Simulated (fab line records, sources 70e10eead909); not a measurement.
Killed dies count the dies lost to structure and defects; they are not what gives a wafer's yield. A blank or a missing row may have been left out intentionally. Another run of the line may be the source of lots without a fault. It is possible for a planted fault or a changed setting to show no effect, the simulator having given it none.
2 desks looking at one fault	flow nand-harc	what lay behind the numbers comes last; until then each desk has only its own

AT THE METROLOGY DESK
Means of the sampled wafers that have a number, per lot and without regard to the tool the lot ran on: this is what the gauges read. Marked OUT: a lot whose mean sits more than 4 standard deviations from the usual mean, which makes it out of limits; the brackets give that distance.
Columns: A = cd-nm at NHARC_A_M0_CD_MEAS_09, usual 80.0 nm; B = overlay-x-nm at NHARC_A_M0_OVL_MEAS_10, usual -0.2 nm; C = overlay-y-nm at NHARC_A_M0_OVL_MEAS_10, usual 0.3 nm
lot	first seen here	A	B	C
L832	day 17 10:22	80.2	-0.2	0.1
L835	day 17 16:20	79.9	-1.0	-1.7
L834	day 17 17:40	80.6	-0.3	0.7
L836	day 17 22:01	79.6	0.1	-1.2
L837	day 18 13:11	79.3	-0.7	0.0
L839	day 19 01:07	80.0	-0.2	0.7
L845	day 20 10:31	82.4 (+4.4) OUT	-0.7	0.9
L847	day 21 15:17	81.9	-0.7	0.6
L850	day 22 06:03	79.8	-1.0	0.6
L849	day 22 06:36	80.0	-0.5	0.1
L851	day 22 11:10	79.8	0.3	0.9
L853	day 22 19:33	80.4	-0.2	0.5
This desk's verdict: out of limits on L845, starting with L845 at day 20 10:31 (cd-nm at NHARC_A_M0_CD_MEAS_09). L832, L835, L834, L836, L837, L839, L847, L850, L849, L851, L853 stayed within limits.

THE TOOL OWNER'S DESK: arfi-scanner-02
The tool's own readings at NHARC_A_M0_EXPOSE_06 (exposes mask A M0, target cd 80 nm): means of the sampled wafers that have a number, for each lot that ran on this tool. Marked OUT: a lot whose mean sits more than 4 standard deviations from the usual mean, which makes it out of limits; the brackets give that distance.
Columns: A = exposure-dose-mJ-cm2 at NHARC_A_M0_EXPOSE_06, usual 83.7
lot	first seen here	A
L835	day 17 16:13	83.1
L834	day 17 17:31	83.3
L836	day 17 21:52	83.3
L837	day 18 13:02	83.1
L845	day 20 10:22	86.5 (+5.6) OUT
L847	day 21 15:08	85.9 (+4.4) OUT
This desk's verdict: out of limits on L845, L847, starting with L845 at day 20 10:22 (exposure-dose-mJ-cm2 at NHARC_A_M0_EXPOSE_06). L835, L834, L836, L837 stayed within limits.

PUT TOGETHER
An alarm could have come from the tool owner's desk at day 20 10:22, on L845, L847.
Metrology desk: alarm possible at day 20 10:31 on L845.
The metrology desk holds a record of L847, inside its limits.
All the named lots went through NHARC_A_M0_EXPOSE_06 on arfi-scanner-02.

WHAT THE SIMULATOR HAD INSERTED
Drift in process parameters on arfi-scanner-02 at NHARC_A_M0_EXPOSE_06, starting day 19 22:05. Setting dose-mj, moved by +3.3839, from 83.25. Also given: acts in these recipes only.
Shown lots that were struck: L845, L847.
Fault start to first reading out of limits, in hours, per desk: tool owner, 12; metrology, 12.
